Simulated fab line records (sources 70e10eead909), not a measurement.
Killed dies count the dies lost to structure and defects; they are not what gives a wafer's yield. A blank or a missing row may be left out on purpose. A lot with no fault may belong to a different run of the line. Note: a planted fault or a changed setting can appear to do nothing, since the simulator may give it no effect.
fab line records	flow nand-harc	part 1 of 2: steps 1 to 39 of 40
[record] lots = 6	wafers = 18	last-day = 22
route steps=1159 shown P_BONDPAD@365 A_START@389 A_ZERO_WELL@390 END@1159
lots untouched by any fault: they come from a run of this same line in which no faults occurred
start-h: hours from the record's first day to the start of the lot's first wafer shown	wait-h: hours since the lot's step before	" repeats the value in the row above	L1.1+2: several wafers, shown together as one row	- value missing, or start not given	* or withheld: withheld	< > ~ a bound
route shown NAME@n: names a module that has steps shown in the file, with the first one's number in the route	usual: mean/standard deviation of fault-free wafers	same: alike in all rows	chamber/n: place in a boat	sites: the reading at each site	_std_site: standard deviation of those values	_edge_site: outer sites' mean less inner sites'	radius-mm: for every site, how far away it sits from the centre of the wafer	mask NAME#n: copy n	behind: the most recent tool/chamber to have shaped the wafer	hold: what put the lot on hold/how long, in hours/how the hold closed	device: the transistor (n, p or np) that didn't switch	end of line: the route-end tests of the same wafers	for a step that has no rows: nothing shown but its recipe	killed: dies that structure and defects cost at the first sort, which is not the same as the wafer's yield	map: per-die view of a wafer (x killed, . not killed, _ where there is no die)
set.NAME: setting as actually run; set.NAME@STEP: the setting as run at that earlier step	model.NAME: the simulator's own value behind a step, which no gauge read
lots at selected steps of the route; one table per step, one row per wafer
services: when a tool's chamber went out of use (start-h, in hours from the record's first day, below 0 if earlier), for how many hours, and the reason
[[steps]]
[step NHARC_P_BONDPAD_OVL_MEAS_38]
[usual] overlay-x-nm = 1/4.7	overlay-y-nm = 0/6.6
lot.wafer	tool	chamber	start-h	wait-h	overlay-x-nm	overlay-y-nm
L431.2	overlay-02	-	134.68	-	2	1
L431.3	"	-	"	"	3	1
L431.5	"	-	"	"	3	1
L435.4	overlay-01	-	149.76	-	0	-5
L435.5	"	-	"	"	0	-5
L435.6	"	-	"	"	-1	-6
L436.1	overlay-01	-	157.06	-	0	-8
L436.3	"	-	"	"	-1	-9
L436.5	"	-	"	"	0	-8
L439.2	overlay-02	-	179.11	-	-1	-1
L439.3	"	-	"	"	-1	0
L439.4	"	-	"	"	0	-1
L443.3	overlay-01	-	208.21	-	-9	4
L443.5	"	-	"	"	-9	5
L443.6	"	-	"	"	-9	5
L445.2	overlay-02	-	218.62	-	0	13
L445.5	"	-	"	"	0	12
L445.6	"	-	"	"	1	12
[step NHARC_P_BONDPAD_HARDBAKE_10]
[recipe] temp-c = 118	time-s = 65
[step NHARC_P_BONDPAD_DESCUM_11]
[recipe] time-s = 3	o2-flow-sccm = 200	ar-flow-sccm = 0	bias-power-w = 0	chemistry = O2
[usual] drypump-motor-current-A = 5.5/0.42	oes-product-au = 0.998/0.0086	rf-vpp-V = 58.0/0.88	showerhead-plenum-p-Torr = 1.94/0.098	throttle-valve-pct = 11.311/0.0095
lot.wafer	tool	chamber	start-h	wait-h	drypump-motor-current-A	oes-product-au	rf-hours-counter-h	rf-vpp-V	showerhead-plenum-p-Torr	throttle-valve-pct
L431.2	rie-diel-05	2	134.80	-	6.2	0.999	13	59.6	2.03	11.318
L431.3	"	1	"	"	5.4	0.998	12	57.7	1.84	11.298
L431.5	"	2	"	"	6.2	0.997	-	58.7	2.03	11.314
L435.5	rie-diel-05	1	149.91	-	5.4	1.003	-	57.8	1.84	11.302
L435.4	"	2	"	"	6.3	1.000	-	57.4	2.03	11.308
L435.6	"	0	"	"	5.3	0.991	-	56.4	1.92	11.310
L436.3	rie-diel-05	2	157.18	-	6.3	1.003	16	58.1	2.02	11.296
L436.1	"	3	"	"	5.6	0.984	15	55.7	1.78	11.314
L436.5	"	3	"	"	5.6	0.991	-	57.0	1.78	11.296
L439.2	rie-diel-06	0	179.23	-	5.0	0.998	38	59.0	2.03	11.302
L439.3	"	1	"	"	5.3	1.002	37	58.3	1.94	11.315
L439.4	"	2	"	"	5.3	1.003	36	58.2	2.06	11.321
L443.3	rie-diel-05	3	208.36	-	5.6	0.985	5	58.0	1.78	11.313
L443.5	"	0	"	"	5.3	0.979	-	57.0	1.92	11.314
L443.6	"	2	"	"	6.3	0.988	-	59.5	2.02	11.306
L445.2	rie-diel-06	1	218.75	-	5.2	1.014	52	57.4	1.94	11.298
L445.5	"	0	"	"	5.0	1.017	-	58.6	2.03	11.323
L445.6	"	1	"	"	5.2	0.998	-	57.8	1.94	11.313
[step NHARC_P_BONDPAD_ETCH_37]
[recipe] target-depth-a = 600	overetch-a = 180	time-s = 65.91	ion-energy-ev = 200	n2-flow-sccm = 150	h2-flow-sccm = 150	ar-flow-sccm = 0	rf-w = 400	bias-w = 150	chemistry = N2/H2
[usual] bias-w = 150.0/0.48	drypump-motor-current-A = 5.5/0.42	oes-product-au = 0.997/0.0081	rf-vpp-V = 431/3.1	showerhead-plenum-p-Torr = 2.07/0.11	throttle-valve-pct = 14.173/0.0087
lot.wafer	tool	chamber	start-h	wait-h	bias-w	drypump-motor-current-A	oes-product-au	rf-hours-counter-h	rf-vpp-V	showerhead-plenum-p-Torr	throttle-valve-pct
L431.3	rie-diel-05	0	134.89	0.1	150.5	5.4	0.998	12	431	2.05	14.163
L431.2	"	1	"	"	149.7	5.4	0.993	12	427	1.97	14.182
L431.5	"	1	"	"	149.8	5.4	0.995	-	428	1.96	14.161
L435.6	rie-diel-05	2	150.01	0.1	149.8	6.2	0.995	-	433	2.16	14.170
L435.5	"	0	"	"	149.1	5.3	0.997	-	429	2.05	14.177
L435.4	"	1	"	"	149.1	5.4	1.003	-	429	1.96	14.166
L436.1	rie-diel-05	2	157.27	0.1	150.4	6.2	0.993	16	435	2.16	14.154
L436.3	"	3	"	"	150.6	5.6	0.993	15	426	1.89	14.183
L436.5	"	1	"	"	149.7	5.4	1.000	-	427	1.96	14.175
L439.2	rie-diel-06	2	179.32	0.1	150.1	5.3	1.012	37	436	2.20	14.175
L439.4	"	3	"	"	149.4	4.8	0.999	38	435	2.20	14.176
L439.3	"	0	"	"	149.6	5.0	1.001	38	435	2.17	14.172
L443.3	rie-diel-05	3	208.45	0.1	149.2	5.7	0.995	5	427	1.89	14.169
L443.5	"	2	"	"	149.3	6.3	0.991	-	435	2.16	14.190
L443.6	"	3	"	"	149.7	5.7	0.992	-	426	1.89	14.174
L445.2	rie-diel-06	1	218.85	0.1	151.0	5.3	1.001	52	432	2.07	14.174
L445.6	"	2	"	"	149.6	5.3	1.006	-	434	2.20	14.162
L445.5	"	3	"	"	149.8	4.8	0.990	-	434	2.20	14.173
[step NHARC_P_BONDPAD_ETCH_12]
[recipe] target-depth-a = 2000	time-s = 100	chf3-flow-sccm = 50	o2-flow-sccm = 10	ar-flow-sccm = 200	rf-w = 500	bias-w = 200	chemistry = CHF3/O2
[step NHARC_P_BONDPAD_CD_MEAS_13]
[usual] cd-nm = 499.8/1.7
lot.wafer	tool	chamber	start-h	wait-h	cd-nm
L431.2	cd-sem-03	-	135.12	-	500.7
L431.3	"	-	"	"	500.8
L431.5	"	-	"	"	500.1
L435.4	cd-sem-03	-	150.25	-	497.2
L435.5	"	-	"	"	497.3
L435.6	"	-	"	"	496.1
L436.1	cd-sem-01	-	157.49	-	500.6
L436.3	"	-	"	"	499.4
L436.5	"	-	"	"	499.9
L439.2	cd-sem-03	-	179.55	-	503.6
L439.3	"	-	"	"	503.3
L439.4	"	-	"	"	502.5
L443.3	cd-sem-02	-	208.74	-	498.1
L443.5	"	-	"	"	499.2
L443.6	"	-	"	"	498.8
L445.2	cd-sem-03	-	219.06	-	499.5
L445.5	"	-	"	"	501.1
L445.6	"	-	"	"	501.5
[step NHARC_P_BONDPAD_STRIP_15]
[recipe] o2-flow-sccm = 500	ar-flow-sccm = 0	bias-w = 0	chemistry = O2
[usual] drypump-motor-current-A = 5.5/0.38	oes-product-au = 0.998/0.0072	rf-vpp-V = 58.0/0.94	showerhead-plenum-p-Torr = 3.57/0.16	throttle-valve-pct = 17.037/0.0091
[same] bias-w = 0
lot.wafer	tool	chamber	start-h	wait-h	drypump-motor-current-A	oes-product-au	rf-hours-counter-h	rf-vpp-V	showerhead-plenum-p-Torr	throttle-valve-pct
L431.2	rie-diel-05	3	135.21	0.1	5.6	0.989	13	58.8	3.30	17.046
L431.3	"	0	"	"	5.4	0.998	13	56.8	3.55	17.019
L431.5	"	2	"	"	6.2	1.001	-	59.8	3.72	17.039
L435.6	rie-diel-05	0	150.39	0.1	5.3	0.996	-	57.5	3.54	17.048
L435.4	"	1	"	"	5.4	1.005	-	58.6	3.41	17.033
L435.5	"	2	"	"	6.3	1.006	-	58.9	3.72	17.035
L436.1	rie-diel-05	3	157.57	0.1	5.7	0.999	15	58.2	3.30	17.033
L436.3	"	2	"	"	6.3	1.006	16	57.9	3.72	17.037
L436.5	"	3	"	"	5.7	1.000	-	55.8	3.30	17.055
L439.2	rie-diel-05	1	179.63	0.1	5.4	0.995	0	56.8	3.41	17.046
L439.3	"	2	"	"	6.3	0.994	1	58.7	3.72	17.032
L439.4	"	3	"	"	5.6	0.996	0	58.2	3.30	17.047
L443.3	rie-diel-07	3	208.81	0.1	5.5	1.016	54	55.6	3.55	17.045
L443.5	"	3	"	"	5.5	1.001	-	59.2	3.55	17.041
L443.6	"	0	"	"	5.7	1.008	-	56.9	3.67	17.037
L445.2	rie-diel-06	0	219.18	0.1	5.0	1.011	52	58.1	3.72	17.034
L445.6	"	1	"	"	5.2	1.005	-	58.8	3.57	17.034
L445.5	"	2	"	"	5.3	1.001	-	57.9	3.78	17.044
[step NHARC_P_BONDPAD_ETCH_24]
[recipe] target-depth-a = 300	over-etch-frac = 0.3	time-s = 72.99	ion-energy-ev = 150	cf4-flow-sccm = 50	n2-flow-sccm = 100	ar-flow-sccm = 150	rf-w = 300	bias-w = 100	chemistry = CF4/N2
[step NHARC_P_BONDPAD_STRIP_16]
[recipe] time-s = 600	temp-c = 30	chemistry = post-etch-residue-remover
[step NHARC_P_BONDPAD_DEGAS_25]
[recipe] temp-c = 300	time-s = 60
[step NHARC_P_BONDPAD_PRE_CLEAN_26]
[recipe] time-s = 30	temp-c = 280	gas = H2/He
[step NHARC_P_BONDPAD_PVD_17]
[recipe] target-thk-a = 50	bias-v = 168.6	power-w = 15000	chamber-pressure-pa = 0.12	time-s = 8.06	substrate-temp-c = 50	material = TaN
[step NHARC_P_BONDPAD_PVD_27]
[recipe] target-thk-a = 300	chamber-pressure-pa = 5	power-w = 5000	substrate-temp-c = 30	time-s = 20.49	material = Cu
[usual] throttle-valve-pct = 30.5/0.77
lot.wafer	tool	chamber	start-h	wait-h	throttle-valve-pct
L431.3	pvd-sputter-02	-	136.11	-	31.3
L431.2	"	-	"	"	31.6
L431.5	"	-	"	"	29.8
L435.4	pvd-sputter-01	-	151.17	-	30.4
L435.5	"	-	"	"	31.2
L435.6	"	-	"	"	30.8
L436.1	pvd-sputter-03	-	158.35	-	30.7
L436.3	"	-	"	"	30.3
L436.5	"	-	"	"	30.7
L439.3	pvd-sputter-03	-	180.40	-	30.8
L439.4	"	-	"	"	30.3
L439.2	"	-	"	"	31.7
L443.3	pvd-sputter-03	-	209.68	-	31.8
L443.6	"	-	"	"	30.3
L443.5	"	-	"	"	31.7
L445.2	pvd-sputter-01	-	219.94	-	31.2
L445.6	"	-	"	"	30.8
L445.5	"	-	"	"	31.1
[step NHARC_P_BONDPAD_ECD_18]
[recipe] target-thk-a = 4000	bath-temp-c = 25	material = Cu
[step NHARC_P_BONDPAD_ANNEAL_28]
[recipe] temp-c = 225	time-s = 90
[step NHARC_P_BONDPAD_CMP_19]
[recipe] t-overpolish-s = 30	cu-recess-touch-s = 16	target-thk-nm = 160.81
[step NHARC_P_BONDPAD_SRD_21]
[recipe] time-s = 30	temp-c = 23	dry-time-s = 20	spin-rpm = 1500
[step NHARC_P_BONDPAD_INSPECT_23]
[usual] raw-defect-count = 353/130
lot.wafer	tool	chamber	start-h	wait-h	raw-defect-count
L431.2	defect-inspect-01	-	137.70	0.0	350
L431.3	"	-	"	"	485
L431.5	"	-	"	"	540
L435.4	defect-inspect-02	-	152.56	0.0	634
L435.5	"	-	"	"	418
L435.6	"	-	"	"	595
L436.1	defect-inspect-02	-	159.71	0.0	357
L436.3	"	-	"	"	429
L436.5	"	-	"	"	589
L439.2	defect-inspect-02	-	181.82	0.0	333
L439.3	"	-	"	"	462
L439.4	"	-	"	"	460
L443.3	defect-inspect-01	-	211.08	0.0	385
L443.5	"	-	"	"	376
L443.6	"	-	"	"	276
L445.2	defect-inspect-02	-	221.34	0.0	403
L445.5	"	-	"	"	415
L445.6	"	-	"	"	383
[step NHARC_P_BONDPAD_ACTIVATE_29]
[recipe] time-s = 60	n2-flow-sccm = 200	ar-flow-sccm = 0	bias-power-w = 0	chemistry = N2
[step NHARC_P_BONDPAD_PRECLEAN_30]
[recipe] time-s = 300	temp-c = 23	chemistry = DIW
[step NHARC_P_BONDPAD_SRD_31]
[recipe] time-s = 30	temp-c = 23	dry-time-s = 20	spin-rpm = 1500
[step NHARC_A_START_INSPECT_01]
[usual] raw-defect-count = 3.5/1.7
lot.wafer	tool	chamber	start-h	wait-h	raw-defect-count
L431.2	defect-inspect-02	-	138.16	-	3
L431.3	"	-	"	"	3
L431.5	"	-	"	"	3
L435.4	defect-inspect-01	-	153.04	-	4
L435.5	"	-	"	"	4
L435.6	"	-	"	"	2
L436.1	defect-inspect-02	-	160.19	-	2
L436.3	"	-	"	"	3
L436.5	"	-	"	"	4
L439.2	defect-inspect-01	-	182.31	-	4
L439.3	"	-	"	"	1
L443.3	defect-inspect-02	-	211.57	-	2
L443.5	"	-	"	"	5
L445.2	defect-inspect-01	-	222.02	-	4
L445.5	"	-	"	"	5
L445.6	"	-	"	"	2
[step NHARC_A_ZERO_WELL_PRECLEAN_00]
[recipe] time-s = 600	temp-c = 120	chemistry = SPM
[step NHARC_A_ZERO_WELL_SRD_01]
[step NHARC_A_ZERO_WELL_DEHYDRATE_02]
[recipe] temp-c = 150	time-s = 120
[step NHARC_A_ZERO_WELL_HMDS_03]
[recipe] time-s = 30
[step NHARC_A_ZERO_WELL_COAT_18]
[recipe] temp-c = 200	time-s = 65
[step NHARC_A_ZERO_WELL_COAT_04]
[recipe] spin-rpm = 2000	resist-thk-nm = 600
[step NHARC_A_ZERO_WELL_SOFTBAKE_05]
[recipe] temp-c = 125	time-s = 70
[step NHARC_A_ZERO_WELL_EBR_06]
[step NHARC_A_ZERO_WELL_EXPOSE_07]
[recipe] na = 0.55	dose-mj = 33.85	mask-id = A_ZERO
[step NHARC_A_ZERO_WELL_PEB_08]
[recipe] peb-temp-c = 128	peb-time-s = 80
[step NHARC_A_ZERO_WELL_DEVELOP_09]
[recipe] time-s = 50	dev-temp-c = 22
[step NHARC_A_ZERO_WELL_CD_MEAS_10]
[recipe] target-cd-nm = 2000	landing-energy-ev = 500
[usual] cd-nm = 2000.1/1.3
lot.wafer	tool	chamber	start-h	wait-h	cd-nm
L431.2	cd-sem-03	0	139.00	-	2001.8
L431.3	"	0	"	"	2001.3
L431.5	"	0	"	"	2001.3
L435.4	cd-sem-03	0	153.90	-	2002.7
L435.5	"	0	"	"	2001.0
L435.6	"	0	"	"	2001.4
L436.1	cd-sem-03	0	161.04	-	2000.3
L436.3	"	0	"	"	2001.8
L436.5	"	0	"	"	2000.8
L439.2	cd-sem-01	0	183.15	-	1999.3
L439.3	"	0	"	"	1998.6
L443.3	cd-sem-02	0	212.31	-	2000.2
L443.5	"	0	"	"	2000.2
L445.2	cd-sem-03	0	222.87	-	2001.9
L445.5	"	0	"	"	2000.5
L445.6	"	0	"	"	2002.4
[step NHARC_A_ZERO_WELL_HARDBAKE_11]
[recipe] temp-c = 118	time-s = 65
[step NHARC_A_ZERO_WELL_DESCUM_12]
[recipe] time-s = 3	o2-flow-sccm = 200	ar-flow-sccm = 0	bias-power-w = 0	chemistry = O2
[step NHARC_A_ZERO_WELL_ETCH_19]
[recipe] target-depth-a = 800	overetch-a = 240	time-s = 87.88	ion-energy-ev = 200	n2-flow-sccm = 150	h2-flow-sccm = 150	ar-flow-sccm = 0	rf-w = 400	bias-w = 150	chemistry = N2/H2
[usual] bias-w = 150.0/0.39	drypump-motor-current-A = 5.7/0.56	oes-product-au = 0.996/0.0086	rf-vpp-V = 431/3.2	showerhead-plenum-p-Torr = 2.06/0.12	throttle-valve-pct = 14.171/0.009
lot.wafer	tool	chamber	start-h	wait-h	bias-w	drypump-motor-current-A	oes-product-au	rf-hours-counter-h	rf-vpp-V	showerhead-plenum-p-Torr	throttle-valve-pct
L431.3	rie-diel-12	3	139.24	0.1	149.9	5.7	0.986	11	432	2.12	14.171
L431.2	"	1	"	"	149.9	5.5	1.005	7	434	2.12	14.172
L431.5	"	3	"	"	150.0	5.7	0.984	-	434	2.12	14.196
L435.4	rie-diel-03	2	154.16	0.1	150.0	5.0	0.982	5	425	1.91	14.161
L435.6	"	3	"	"	150.2	5.5	0.992	-	434	2.21	14.179
L435.5	"	0	"	"	150.1	5.2	0.981	-	429	1.98	14.161
L436.1	rie-diel-10	2	161.28	0.1	149.9	6.4	1.002	12	434	2.18	14.173
L436.3	"	3	"	"	150.7	5.4	1.010	13	430	2.09	14.173
L436.5	"	3	"	"	149.6	5.3	1.004	-	431	2.09	14.192
L439.3	rie-diel-03	1	183.39	0.1	150.4	5.2	1.003	8	426	1.91	14.182
L439.2	"	3	"	"	151.1	5.5	0.992	7	435	2.21	14.170
L443.3	rie-diel-10	2	212.57	0.1	149.8	6.4	0.992	3	435	2.18	14.162
L443.5	"	0	"	"	150.3	6.3	1.000	-	436	2.20	14.157
L445.2	rie-diel-12	1	223.11	0.1	149.4	5.4	0.992	1	432	2.12	14.167
L445.5	"	1	"	"	150.0	5.4	0.993	-	433	2.12	14.185
L445.6	"	2	"	"	150.0	5.8	0.992	-	429	1.96	14.191
[step NHARC_A_ZERO_WELL_ETCH_13]
[recipe] target-depth-a = 1200	time-s = 40.1	hbr-flow-sccm = 150	cl2-flow-sccm = 50	rf-w = 400	icp-w = 400	bias-w = 100	chemistry = HBr/Cl2
[usual] bias-w = 99.98/0.29	drypump-motor-current-A = 5.6/0.33	he-backside-leak-sccm = 2.7/0.37	oes-product-au = 1.002/0.0077	throttle-valve-pct = 26.405/0.0089
lot.wafer	tool	chamber	start-h	wait-h	bias-w	drypump-motor-current-A	he-backside-leak-sccm	oes-product-au	rf-hours-counter-h	throttle-valve-pct
L431.3	rie-si-02	3	139.36	-	99.88	5.1	3.0	1.004	0.6	26.399
L431.2	"	2	"	"	100.14	5.6	2.5	1.020	0.6	26.397
L431.5	"	0	"	"	99.69	6.0	2.5	1.006	-	26.427
L435.4	rie-si-02	3	154.25	-	100.54	5.1	3.0	0.992	0.8	26.403
L435.5	"	3	"	"	100.21	5.1	3.2	0.986	-	26.398
L435.6	"	0	"	"	100.05	6.0	2.5	1.007	-	26.411
L436.1	rie-si-01	3	161.42	-	100.02	5.8	2.7	0.997	0.2	26.383
L436.3	"	1	"	"	99.96	5.3	2.9	0.995	0.2	26.403
L436.5	"	2	"	"	100.35	5.7	2.2	1.000	-	26.415
L439.3	rie-si-02	2	183.52	-	100.05	5.6	2.3	0.992	0.9	26.419
L439.2	"	0	"	"	99.98	6.0	2.5	1.000	1.0	26.402
L443.3	rie-si-03	1	212.71	-	99.64	5.9	2.5	0.995	0.4	26.396
L443.5	"	3	"	"	99.99	5.6	2.4	1.011	-	26.404
L445.2	rie-si-01	3	223.23	-	99.62	5.7	2.7	1.000	0.6	26.407
L445.5	"	3	"	"	99.96	5.8	2.8	1.000	-	26.413
L445.6	"	0	"	"	99.97	5.8	2.5	1.015	-	26.407
[step NHARC_A_ZERO_WELL_STRIP_14]
[recipe] time-s = 900	temp-c = 130	chemistry = SPM
